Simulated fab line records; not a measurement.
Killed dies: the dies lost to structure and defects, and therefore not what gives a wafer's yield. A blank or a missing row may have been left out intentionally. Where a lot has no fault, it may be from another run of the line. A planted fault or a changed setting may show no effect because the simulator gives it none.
Chamber matching	flow n5_finfet	4 sister chambers for N5_BEOL_M7_DESCUM_16 on rie_diel-04
The step chemistry O2, time 7.9 s. 24 wafers are shown with their chamber, then 12 later ones without.

EACH WAFER AND ITS CHAMBER
wafer	chamber	showerhead_plenum_p_Torr (Torr)	drypump_motor_current_A (A)	throttle_valve_pct (%)
L078.2	2	2.18	5.3	20.57
L078.3	3	2.05	5.7	20.62
L078.6	3	2.05	5.6	20.64
L079.1	3	2.05	5.6	20.65
L079.4	2	2.18	5.2	20.60
L079.6	0	2.06	5.8	20.31
L080.2	3	2.05	5.6	20.65
L080.4	0	2.06	5.8	20.33
L080.5	1	2.24	6.3	20.21
L081.1	0	2.06	5.8	20.34
L081.2	1	2.23	6.3	20.22
L081.6	2	2.18	5.2	20.60
L085.1	0	2.06	5.7	20.35
L085.4	0	2.06	5.7	20.34
L085.6	2	2.17	5.2	20.61
L087.1	0	2.06	5.8	20.33
L087.2	1	2.23	6.3	20.21
L087.5	2	2.17	5.2	20.63
L076.3	3	2.05	5.6	20.23
L076.4	1	2.23	6.3	20.24
L076.6	2	2.17	5.3	20.63
L091.2	3	2.05	5.7	20.23
L091.5	3	2.05	5.7	20.21
L091.6	0	2.05	5.8	20.36

SIGNATURES (means of the wafers above)
reading	chamber 0	chamber 1	chamber 2	chamber 3	scatter within a chamber
showerhead_plenum_p_Torr	2.0586	2.2325	2.1750	2.0500	0.00394
drypump_motor_current_A	5.771	6.300	5.233	5.643	0.0473
throttle_valve_pct	20.3371	20.2200	20.6067	20.4614	0.123
Rule: a wafer's distance from a chamber is the root of the sum, over the readings, of the square of ((its reading less the chamber's mean) divided by the reading's scatter). The wafer belongs to the nearest chamber; if the next one is less than 2 further off, it can't be placed. The scatter: take each reading less its chamber's mean, square it, sum over the shown wafers, divide by the number of wafers less the number of chambers, and take the root.

WAFERS WHOSE CHAMBER IS MISSING
wafer	showerhead_plenum_p_Torr (Torr)	drypump_motor_current_A (A)	throttle_valve_pct (%)
L088.2	2.05	5.6	20.21
L088.3	2.05	5.8	20.36
L088.6	2.17	5.2	20.63
L092.1	2.05	5.7	20.24
L092.2	2.17	5.2	20.66
L092.4	2.05	5.8	20.37
L094.1	2.17	5.3	20.64
L094.3	2.05	5.8	20.37
L094.4	2.23	6.3	20.27
L097.1	2.17	5.3	20.66
L097.5	2.04	5.7	20.22
L097.6	2.05	5.8	20.36

WHICH CHAMBER EACH ONE RAN IN
wafer	from the rows above	in truth
L088.2	3	3
L088.3	can't be placed: 0 or 3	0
L088.6	2	2
L092.1	can't be placed: 3 or 0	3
L092.2	2	2
L092.4	can't be placed: 0 or 3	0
L094.1	2	2
L094.3	can't be placed: 0 or 3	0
L094.4	1	1
L097.1	2	2
L097.5	can't be placed: 3 or 0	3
L097.6	can't be placed: 0 or 3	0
Correct placement for 6 of the 12. Can't be placed from these rows: 6 (the true chamber is among the candidates in 6). Wrongly placed: 0.
